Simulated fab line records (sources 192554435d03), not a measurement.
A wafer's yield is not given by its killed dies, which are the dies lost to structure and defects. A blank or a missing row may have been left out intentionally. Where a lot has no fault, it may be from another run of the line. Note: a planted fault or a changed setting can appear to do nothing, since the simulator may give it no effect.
Matching of chambers	flow n5Finfet	cvdCo-01 running N5_MOL_CONTACT_COAG_CO_FILL_22: 3 sister chambers
The step material Co, precursor CCTBA/H2, target thk 20 nm. 3 wafers are shown with their chamber, then 9 later ones without.

WAFERS, EACH WITH ITS CHAMBER
wafer	chamber	heaterPowerOuterW (W)
L088.4	2	123
L090.4	0	121
L090.6	1	121

WAFERS MISSING THEIR CHAMBER
wafer	heaterPowerOuterW (W)
L093.1	124
L093.5	122
L093.6	125
L091.2	126
L091.4	120
L091.6	125
L095.2	126
L095.3	122
L095.4	125

WHICH CHAMBER EACH WENT THROUGH
wafer	from the rows above	in truth
L093.1	can't be placed: 2 or 0 or 1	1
L093.5	can't be placed: 0 or 1 or 2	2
L093.6	can't be placed: 2 or 0 or 1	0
L091.2	can't be placed: 2 or 0 or 1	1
L091.4	can't be placed: 0 or 1 or 2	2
L091.6	can't be placed: 2 or 0 or 1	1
L095.2	can't be placed: 2 or 0 or 1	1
L095.3	can't be placed: 0 or 1 or 2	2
L095.4	can't be placed: 2 or 0 or 1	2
0 of 9 placed correctly. These rows do not allow placing 9 (true chamber among the candidates in 9). Wrongly placed: 0.
How it was worked out, from the rows above alone: a wafer's distance from a chamber is the root of the sum, over the readings, of the square of ((its reading less the chamber's mean) divided by the reading's scatter). The wafer belongs to the nearest chamber; if the next one is less than 2 further off, it can't be placed. For every chamber, the mean is computed from those of its wafers that are shown. The scatter: with one shown wafer a chamber, the root of the mean of the squares of how far each hidden wafer lies from its nearest shown one.
